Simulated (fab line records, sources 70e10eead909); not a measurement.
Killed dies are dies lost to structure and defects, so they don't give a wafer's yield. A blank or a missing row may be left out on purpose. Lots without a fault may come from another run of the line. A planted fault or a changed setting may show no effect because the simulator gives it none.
Which tool did it? | flow nand_harc | 11 lots, 33 wafers sampled, at 5 steps of a route of 1159

WHAT THE GAUGES READ, wafer by wafer
NHARC_END_SORT_01.
lot  | measured     | on        | defect_limited_yield (%)
L856 | day 19 16:41 | prober-01 | 96.8 97.3 97.9
L859 | day 20 12:46 | prober-01 | 0 0 96.8
L862 | day 20 20:59 | prober-01 | 0 0 97.9
L871 | day 24 01:06 | prober-01 | 97.2 98.2 97.8
L872 | day 24 11:25 | prober-01 | 95.1

WHICH TOOL RAN EACH LOT (tool, then ch and the chambers of the sampled wafers, then the start)
lot  | NHARC_THIN_TSV_STRIP_62              | NHARC_THIN_TSV_ANNEAL_52         | NHARC_THIN_TSV_DESCUM_35           | NHARC_THIN_TSV_ETCH_59
L856 | plasma_asher-02 ch 0,1, day 19 04:09 | rtp_anneal-02 ch 0, day 19 05:42 | rie_diel-10 ch 0,1,2, day 19 07:44 | rie_metal-01 ch 1, day 19 07:52
L855 | plasma_asher-01 ch 0,1, day 19 05:18 | rtp_anneal-01 ch 0, day 19 06:41 | rie_diel-10 ch 0,1,2, day 19 08:52 | rie_metal-02 ch 0,1, day 19 08:59
L859 | plasma_asher-02 ch 0,1, day 20 00:32 | rtp_anneal-01 ch 0, day 20 01:53 | rie_diel-08 ch 0,1,3, day 20 03:59 | rie_metal-01 ch 0,1, day 20 04:08
L860 | plasma_asher-02 ch 0,1, day 20 02:02 | rtp_anneal-02 ch 0, day 20 03:22 | rie_diel-10 ch 0,1,3, day 20 05:29 | rie_metal-02 ch 0,1, day 20 05:37
L862 | plasma_asher-02 ch 0,1, day 20 08:46 | rtp_anneal-01 ch 0, day 20 10:14 | rie_diel-09 ch 0,1,3, day 20 12:16 | rie_metal-01 ch 0,1, day 20 12:23
L871 | plasma_asher-01 ch 0,1, day 23 11:53 | rtp_anneal-01 ch 0, day 23 13:32 | rie_diel-08 ch 1,3, day 23 15:40   | rie_metal-01 ch 1, day 23 15:46
L872 | plasma_asher-01 ch 0,1, day 23 15:23 | rtp_anneal-02 ch 0, day 23 16:50 | rie_diel-08 ch 1,2,3, day 23 18:45 | rie_metal-03 ch 0,1, day 23 18:55
L874 | plasma_asher-02 ch 1, day 23 18:32   | rtp_anneal-01 ch 0, day 23 19:58 | rie_diel-08 ch 1,3, day 23 22:02   | rie_metal-01 ch 0,1, day 23 22:11
L875 | plasma_asher-02 ch 0,1, day 24 00:41 | rtp_anneal-02 ch 0, day 24 02:05 | rie_diel-10 ch 1,2, day 24 04:25   | rie_metal-01 ch 0,1, day 24 04:34
L876 | plasma_asher-01 ch 0,1, day 24 09:41 | rtp_anneal-02 ch 0, day 24 11:05 | rie_diel-09 ch 0,1,2, day 24 13:05 | rie_metal-01 ch 0,1, day 24 13:19
L878 | plasma_asher-01 ch 0,1, day 24 18:34 | rtp_anneal-02 ch 0, day 24 20:05 | rie_diel-10 ch 0,1,2, day 24 22:07 | rie_metal-02 ch 0,1, day 24 22:17
- NHARC_THIN_TSV_STRIP_62: strips in N2/H2, time 20 s.
- NHARC_THIN_TSV_ANNEAL_52: time 90 s.
- NHARC_THIN_TSV_DESCUM_35: chemistry O2, time 3 s.
- NHARC_THIN_TSV_ETCH_59: etches the open film in Cl2/BCl3, target depth 880 nm, time 138.1 s.

THE ANSWER, worked out from the rows above alone
Rule: what is usual is taken from the lots themselves. Put in order of their means at a reading, lots are off if they are a third of the lots or fewer, leave a main group of 4 or more, and stand apart from it by a gap of 3 or more times the standard deviation of the main group's means; of several such gaps the widest counts. A main group whose means are all the same, to the digits that the tables above print for the reading, isn't used. A lot without any number at a reading at which 4 lots or more have one is off too. The other lots that the step has rows for count as sound.
No lot is off at any reading shown: from this, nothing can be told.

WHAT THE SIMULATOR HAD PUT IN
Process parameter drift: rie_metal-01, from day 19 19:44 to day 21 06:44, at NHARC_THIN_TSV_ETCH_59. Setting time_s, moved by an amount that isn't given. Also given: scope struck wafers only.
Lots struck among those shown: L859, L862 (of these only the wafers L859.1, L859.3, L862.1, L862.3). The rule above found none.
